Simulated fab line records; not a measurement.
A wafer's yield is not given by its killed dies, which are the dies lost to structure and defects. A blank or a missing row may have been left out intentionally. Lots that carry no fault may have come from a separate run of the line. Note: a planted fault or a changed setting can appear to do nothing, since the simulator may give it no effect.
The same fault as seen by 2 desks    flow n5_finfet    each desk holds nothing but its own numbers, with what lay behind them at the end

## AT THE METROLOGY DESK
Lot by lot, what the gauges showed, no matter which tool ran the lot: averages of those sampled wafers that carry a number. Marked OUT: a lot whose mean sits more than 4 standard deviations from the usual mean, which makes it out of limits; the brackets give that distance. Readings shown: 7 of its 10, picked as those furthest out on some lot.
Columns: A = DIBL_N at N5_BEOL_M4_RC_MEAS_101, usual 36.1 mV/V; B = DIBL_P at N5_BEOL_M4_RC_MEAS_101, usual 36.1 mV/V; C = IOFF_P at N5_BEOL_M4_RC_MEAS_101, usual 0.21 nA/um; D = ION_N at N5_BEOL_M4_RC_MEAS_101, usual 675 uA/um; E = ION_P at N5_BEOL_M4_RC_MEAS_101, usual 464 uA/um; F = SS_N at N5_BEOL_M4_RC_MEAS_101, usual 71.5 mV/dec; G = VT_N at N5_BEOL_M4_RC_MEAS_101, usual 249 mV
lot   first seen here  A     B     C     D    E    F     G
L978  day 9 09:08      33.9  33.0  0.16  659  451  70.4  254
L988  day 12 05:41     37.4  38.2  0.20  668  454  72.2  250
L989  day 12 10:13     35.9  38.2  0.24  686  471  71.8  247
L994  day 14 09:36     35.7  36.5  0.24  681  470  71.4  248
This desk's verdict: no lot among the 4 shows anything out of limits.

## AT THE TOOL OWNER'S DESK: pecvd-04
The tool's own readings at N5_BEOL_M3_PECVD_72 (deposits SiO2 from TEOS/O2, target thk 16 nm, time 18 s): means of the sampled wafers that have a number, for each lot that ran on this tool. Marked OUT: a lot whose mean sits more than 4 standard deviations from the usual mean, which makes it out of limits; the brackets give that distance.
Columns: A = heater_power_outer_w at N5_BEOL_M3_PECVD_72, usual 438 W; B = heater_power_w at N5_BEOL_M3_PECVD_72, usual 734 W; C = rf_fwd_power_W at N5_BEOL_M3_PECVD_72, usual 444.0 W; D = showerhead_plenum_p_Torr at N5_BEOL_M3_PECVD_72, usual 8.78 Torr; E = susceptor_temp_C at N5_BEOL_M3_PECVD_72, usual 399.97 C; F = throttle_valve_pct at N5_BEOL_M3_PECVD_72, usual 22.7 %
lot   first seen here  A    B    C      D     E                 F
L978  day 8 12:54      484  793  444.9  8.77  400.06            22.6
L988  day 11 10:59     438  707  442.7  8.77  395.67 (-20) OUT  22.4
L989  day 11 11:49     404  666  443.5  8.76  395.46 (-21) OUT  22.5
This desk's finding: out of limits on L988, L989; first on L988, day 11 10:59 (susceptor_temp_C at N5_BEOL_M3_PECVD_72). L978 stayed within limits.

## BROUGHT TOGETHER
An alarm could have come from the tool owner's desk at day 11 10:59, on L988, L989.
The metrology desk saw nothing out of limits.
The metrology desk holds a record of L988, L989, inside its limits.
N5_BEOL_M3_PECVD_72 was run on pecvd-04 by each of the lots named.

## WHAT THE SIMULATOR PUT IN
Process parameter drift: pecvd-04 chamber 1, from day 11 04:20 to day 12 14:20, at N5_BEOL_M3_PECVD_72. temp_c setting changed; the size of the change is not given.
Struck lots among those shown: L988, L989.
Hours from the fault's start to each desk's first reading out of limits: the tool owner's desk, 7.
